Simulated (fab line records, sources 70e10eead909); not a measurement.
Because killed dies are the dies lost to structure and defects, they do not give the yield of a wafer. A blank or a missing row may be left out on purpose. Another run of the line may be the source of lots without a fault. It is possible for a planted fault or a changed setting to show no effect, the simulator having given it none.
Problem report in the 8D (eight disciplines) form, filled by code :: flow nand_harc :: the parts of the form that need people (team, actions taken, sign-off) are left out

## 1. WHAT IS WRONG
Mean of thk_nm at NHARC_A_ONON_D1_THK_MEAS_24: 671 nm across 6 wafers in 2 lots; on wafers with no fault it is 999 nm (standard deviation 10). Relative to the usual mean, that is a shift of -33 standard deviations.
The step: measures by ellipsometry.
Earliest sighting: wafer L789.2 on film_metro-02 at day 16 06:28. Wafers with a number at this step in the record: 39, from 13 lots. Rule for "out", or "out of limits": more than 4 standard deviations from the usual mean. The other wafers with a number count as sound.

## 2. WHAT THIS IS AND IS NOT
question: which readings at this step
is: thk_nm
is not: -

question: which lots
is: L789, L791
is not: L770, L772, L773, L775, L777, L778, L779, L781, L782, L783, L784

question: which wafers of those lots
is: all that have a number
is not: -

question: read on which gauges
is: film_metro-02
is not: film_metro-01

question: when
is: from day 16 06:28
is not: up to then (33 sound wafers)

## 3. WHAT RULES OUT EACH SUSPECT
Counting: a tool at any process step up to the reading remains a suspect when it ran all the lots that are out and ran no sound lot after the first of those.
- the gauge at NHARC_A_ONON_D1_THK_MEAS_24 has been ruled out. All the wafers that are out were read on film_metro-02, but those of them that NHARC_END_SORT_01 has rows for are out there too, on other tools.
- pecvd_onon-01 at NHARC_A_ONON_D1_DEP_22 (target thk 1000 nm): kept. It ran every lot that is out, first L789 (day 16 06:01), and no sound lot after that; its last sound lot up to then is L784 (day 14 13:38).
Remaining after the count: pecvd_onon-01 at NHARC_A_ONON_D1_DEP_22.

## 4. THE CAUSE (what the simulator had put in)
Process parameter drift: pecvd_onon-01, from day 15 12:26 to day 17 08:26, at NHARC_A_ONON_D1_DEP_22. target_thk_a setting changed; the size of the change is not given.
This tool alone remained once counting was done.

## 5. SEQUENCE OF EFFECTS, ordered by route
Each row: a reading where the mean over the struck wafers with a number is more than 3 standard deviations away from the usual. Readings are gone through only where the record gives a usual standard deviation; hours: the median, over the lots, of the time from a lot's start at the first step in this table giving one to that lot's start at this step; sigmas: the change measured in usual standard deviations.
hours: 0
step: NHARC_A_ONON_D1_THK_MEAS_24
reading: thk_nm
usual: 999 nm
on struck wafers: 671
change: -328
sigmas: -33

hours: 405
step: NHARC_END_SORT_01
reading: killed_at_array
usual: 61
on struck wafers: 668
change: +607
sigmas: +25

hours: 405
step: NHARC_END_SORT_01
reading: killed_dies
usual: 66
on struck wafers: 677
change: +611
sigmas: +27

## 6. HOW IT WOULD HAVE BEEN CAUGHT EARLIER
The first out-of-limits reading at a measuring or inspecting step in this record came at day 16 06:28, 18 hours after the fault's start at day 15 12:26.
Tool readings at NHARC_A_ONON_D1_DEP_22 with a usual standard deviation given in the record: none out on any struck wafer, hence no alarm at a limit of 4 standard deviations on them.
Lots out: 2; of these, L791 started NHARC_A_ONON_D1_DEP_22 on pecvd_onon-01 after day 16 06:28. Holding the tool at that time would have saved it.
